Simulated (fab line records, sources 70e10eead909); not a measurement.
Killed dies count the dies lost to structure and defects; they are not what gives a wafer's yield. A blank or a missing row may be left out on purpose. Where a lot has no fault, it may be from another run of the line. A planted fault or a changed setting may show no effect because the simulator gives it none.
A lot that was struck, set against a sound lot	flow nand harc	25 steps out of a route of 1302
Sound: these wafers, L482.3, L482.4, L482.5. Struck: wafers L481.1, L481.4 (left out: L481.5, a lot-mate that was not struck); the cause follows at the end.
Each step with rows lists, per side, the tool, then ch with its chambers, then its first start. Under that, the readings that differ: sound wafers	struck wafers	difference of the means	sigmas: that difference in standard deviations of wafers without a fault.
alike: readings whose means differ by less than 2 such deviations, and words and numbers that are the same on both sides. not compared: withheld readings, readings that some wafer has no value for, bounds like >300 that may hide the same value, and numbers for which the record gives no deviation and whose values overlap.
The two part at a step that has a row with sigmas, a row that says differs or no value, or rows on one side only. Non-overlapping numbers with no deviation appear without sigmas and do not part them. A reading that every wafer of one side lacks parts them only if that side has two wafers or more.

first, 4 steps without rows for these wafers: NHARC_P_GATE_PRECLEAN_71 (cleans in SC1); NHARC_P_GATE_SRD_72; NHARC_P_GATE_OXIDE_16 (material SiO2, target thk 3 nm, ox time 392 s); NHARC_P_GATE_CVD_17 (deposits poly-Si, target thk 150 nm, time 900 s).
NHARC_P_GATE_HM_DEP_102: deposits aC, target thk 120 nm.
  sound on acl dep-03 ch 0, day 12 10:07; struck on acl dep-02 ch 0, day 12 05:40
reading	sound	struck	difference	sigmas
throttle valve pct (%)	34.985 34.993 34.991	35.009 35.012	+0.021	+2
NHARC_P_GATE_DEP_103: deposits SiON, target thk 30 nm.
  sound on pecvd-02 ch 1,2, day 12 11:07; struck on pecvd-03 ch 0,2, day 12 06:22
  alike: heater power w
  not compared: since wet clean h
then, 6 steps without rows for these wafers: NHARC_P_GATE_DEHYDRATE_18 (time 120 s); NHARC_P_GATE_HMDS_19 (time 30 s); NHARC_P_GATE_COAT_20 (resist thk 90 nm); NHARC_P_GATE_SOFTBAKE_21 (time 55 s); NHARC_P_GATE_EBR_22; NHARC_P_GATE_EXPOSE_23 (exposes mask P GATE, target cd 120 nm).
NHARC_P_GATE_PEB_24: peb time 65 s.
  sound on litho track-04 ch 0, day 12 11:34; struck on litho track-01 ch 0, day 12 06:55
reading	sound	struck	difference	sigmas
heater power total W (W)	156.2 156.0 156.1	175.8 176.1	+19.8	+48
then, 1 step without rows for these wafers: NHARC_P_GATE_DEVELOP_25 (develop time 35 s).
NHARC_P_GATE_CD_MEAS_26: target cd 120 nm.
  sound on cd sem-02 ch 0, day 12 11:39; struck on cd sem-01 ch 0, day 12 06:59
reading	sound	struck	difference	sigmas
cd nm (nm)	121.0 120.1 120.3	128.3 128.3	+7.8	+14
NHARC_P_GATE_OVL_MEAS_27:
  sound on overlay-01, day 12 11:44; struck on overlay-01, day 12 07:05
  alike: overlay x nm, overlay y nm
NHARC_P_GATE_INSPECT_28:
  sound on defect inspect-02, day 12 11:46; struck on defect inspect-01, day 12 07:07
  alike: raw defect count
NHARC_P_GATE_DESCUM_31: chemistry O2, time 3 s.
  sound on rie diel-01 ch 0,1,3, day 12 11:50; struck on rie diel-03 ch 1,2, day 12 07:11
reading	sound	struck	difference	sigmas
drypump motor current A (A)	5.6 5.3 5.0	6.0 6.0	+0.7	+2
model.P_GATE.cd nm (nm)	121.5 119.5 120.3	128.3 128.3	+7.9	
  alike: o2 flow sccm, oes product au, rf vpp V, showerhead plenum p Torr, throttle valve pct
  not compared: rf hours counter h
NHARC_P_GATE_ETCH_104: etches the open film in CF4/CHF3, target depth 60 nm.
  sound on rie diel-01 ch 0,3, day 12 11:55; struck on rie diel-03 ch 0,3, day 12 07:16
reading	sound	struck	difference	sigmas
oes product au (a.u.)	0.967 0.978 0.978	0.919 0.920	-0.055	-2
  alike: drypump motor current A, rf vpp V, showerhead plenum p Torr, throttle valve pct
then, 2 steps without rows for these wafers: NHARC_P_GATE_HM_OPEN_105 (chemistry O2/COS, target depth 360 nm); NHARC_P_GATE_STRIP_106 (strips in O2/COS).
NHARC_P_GATE_ETCH_114: etches the open film in CF4/O2, target depth 30 nm, overetch 3 nm, time 16.5 s.
  sound: rie diel-01 ch 1,3; struck: rie diel-03 ch 1,3
reading	sound	struck	difference	sigmas
throttle valve pct (%)	13.384 13.396 13.386	13.416 13.404	+0.021	+2
  alike: drypump motor current A, o2 flow sccm, oes product au, rf vpp V, showerhead plenum p Torr
  not compared: rf hours counter h
NHARC_P_GATE_ETCH_32: etches the open film in HBr/Cl2, target depth 150 nm, time 100.1 s.
  sound on rie si-04 ch 0,2, day 12 12:18; struck on rie si-04 ch 2,3, day 12 07:40
reading	sound	struck	difference	sigmas
model.P_GATE.cd nm (nm)	124.1 118.4 124.1	126.6 130.8	+6.5	
  alike: drypump motor current A, oes product au, throttle valve pct
  not compared: rf hours counter h
NHARC_P_GATE_STRIP_108: strips in O2.
  sound on rie diel-03 ch 0,2,3, day 12 12:29; struck on rie diel-03 ch 0,3, day 12 07:48
  alike: drypump motor current A, o2 flow sccm, oes product au, rf vpp V, showerhead plenum p Torr, throttle valve pct
  not compared: rf hours counter h
following that, these wafers have no rows for 1 step: NHARC_END_SORT_01.

== WHERE THEY PART ==
At NHARC_P_GATE_HM_DEP_102 first; at NHARC_P_GATE_ETCH_114 last (within this record only). Later steps at which nothing parts them and some readings are alike: NHARC_P_GATE_ETCH_32, NHARC_P_GATE_STRIP_108.

WHY: what had been put in by the simulator
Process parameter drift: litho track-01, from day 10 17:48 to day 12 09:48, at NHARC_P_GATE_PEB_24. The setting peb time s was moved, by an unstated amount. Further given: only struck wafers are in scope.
